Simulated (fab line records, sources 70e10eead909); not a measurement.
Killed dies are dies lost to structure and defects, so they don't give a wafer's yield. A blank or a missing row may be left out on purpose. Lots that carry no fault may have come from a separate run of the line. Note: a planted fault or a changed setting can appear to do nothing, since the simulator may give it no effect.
Comparing a struck lot with a sound one	flow nand harc	15 out of 1159 route steps
Sound: wafers L200.1, L200.2, L200.6. Struck: wafers L217.1, L217.2. The cause comes at the end.
For every step that has rows: the tool of each side, followed by ch and its chambers, followed by its first start. Under that, the readings that differ: sound wafers	struck wafers	difference of the means	sigmas: that difference in standard deviations of wafers without a fault.
alike: same words and numbers on both sides, and readings whose means sit less than 2 such deviations apart. not compared: any withheld reading, any reading some wafer has no value for, any bound like >300 that may hide the same value, and any number with overlapping values for which the record gives no deviation.
Wherever a step has rows on one side only, a row that says differs or no value, or a row with sigmas, the two part there. Non-overlapping numbers with no deviation appear without sigmas and do not part them. A reading that every wafer of one side lacks parts them only if that side has two wafers or more.

first, 7 steps without rows for these wafers: NHARC_A_CONTACT_COAT_35 (time 65 s); NHARC_A_CONTACT_COAT_36 (resist thk 90 nm); NHARC_A_CONTACT_SOFTBAKE_37 (time 55 s); NHARC_A_CONTACT_EBR_38; NHARC_A_CONTACT_EXPOSE_39 (exposes mask A CC 3); NHARC_A_CONTACT_PEB_40 (peb time 65 s); NHARC_A_CONTACT_DEVELOP_41 (develop time 35 s).
NHARC_A_CONTACT_CD_MEAS_42: target cd 200 nm.
  sound on cd sem-03 ch 0, day 17 14:41; struck on cd sem-03 ch 0, day 21 17:56
  alike: cd nm
NHARC_A_CONTACT_OVL_MEAS_43:
  sound on overlay-02 at day 17 14:46; struck on overlay-02 at day 21 18:01
  alike: overlay x nm, overlay y nm
NHARC_A_CONTACT_INSPECT_44:
  sound on defect inspect-02 at day 17 14:48; struck on defect inspect-02 at day 21 18:04
  alike: raw defect count
NHARC_A_CONTACT_DESCUM_47: chemistry O2, time 3 s.
  sound on rie diel-07 ch 2,3, day 17 14:52; struck on rie diel-07 ch 0,1, day 21 18:07
  alike: drypump motor current A, oes product au, rf vpp V, showerhead plenum p Torr, throttle valve pct
  not compared: rf hours counter h
NHARC_A_CONTACT_ETCH_48: etches the open film in CF4, target depth 39 nm, time 65 s.
  sound on rie diel-07 ch 2,3, day 17 14:58; struck on rie diel-07 ch 1,2, day 21 18:20
reading	sound	struck	difference	sigmas
bias w (W)	100.50 100.28 100.20	99.84 99.30	-0.76	-3
  alike: drypump motor current A, oes product au, rf vpp V, run length s, showerhead plenum p Torr, throttle valve pct
  not compared: rf hours counter h
NHARC_A_CONTACT_ETCH_49: etches the open film in N2/H2, target depth 260 nm, time 475.3 s.
  sound on rie diel-07 ch 2,3, day 17 15:04; struck on rie diel-07 ch 1,3, day 21 18:25
reading	sound	struck	difference	sigmas
bias w (W)	150.4 150.9 150.4	- -	no value on the struck wafers	
run length s (s)	496.3 497.2 496.7	391.0 390.2	-106.1	-99 or more
  alike: drypump motor current A, h2 flow sccm, oes product au, rf vpp V, showerhead plenum p Torr, throttle valve pct
  not compared: rf hours counter h
NHARC_A_CONTACT_ETCH_50: etches the open film in CF4/CHF3, target depth 84.7 nm, time 42.4 s.
  sound on rie diel-07 ch 2,3; struck on rie diel-07 ch 0,1
reading	sound	struck	difference	sigmas
chf3 flow sccm (sccm)	30.02 30.03 30.15	29.95 29.78	-0.20	-2
  alike: bias w, drypump motor current A, oes product au, rf vpp V, run length s, showerhead plenum p Torr, throttle valve pct
  not compared: rf hours counter h
-- break in the record here, with 3 days between the starts of the struck wafers on either side (left off in module A_CONTACT, picked up again in module END, where the first step shown is number 1159 on the route) --
NHARC_END_SORT_01:
  here the record holds rows for the struck wafers (prober-02 ch 0, day 24 14:35) but none for the sound ones

WHERE THEY PART
At NHARC_A_CONTACT_ETCH_48 first; at NHARC_END_SORT_01 last (within this record only).

WHY: the cause the simulator had injected
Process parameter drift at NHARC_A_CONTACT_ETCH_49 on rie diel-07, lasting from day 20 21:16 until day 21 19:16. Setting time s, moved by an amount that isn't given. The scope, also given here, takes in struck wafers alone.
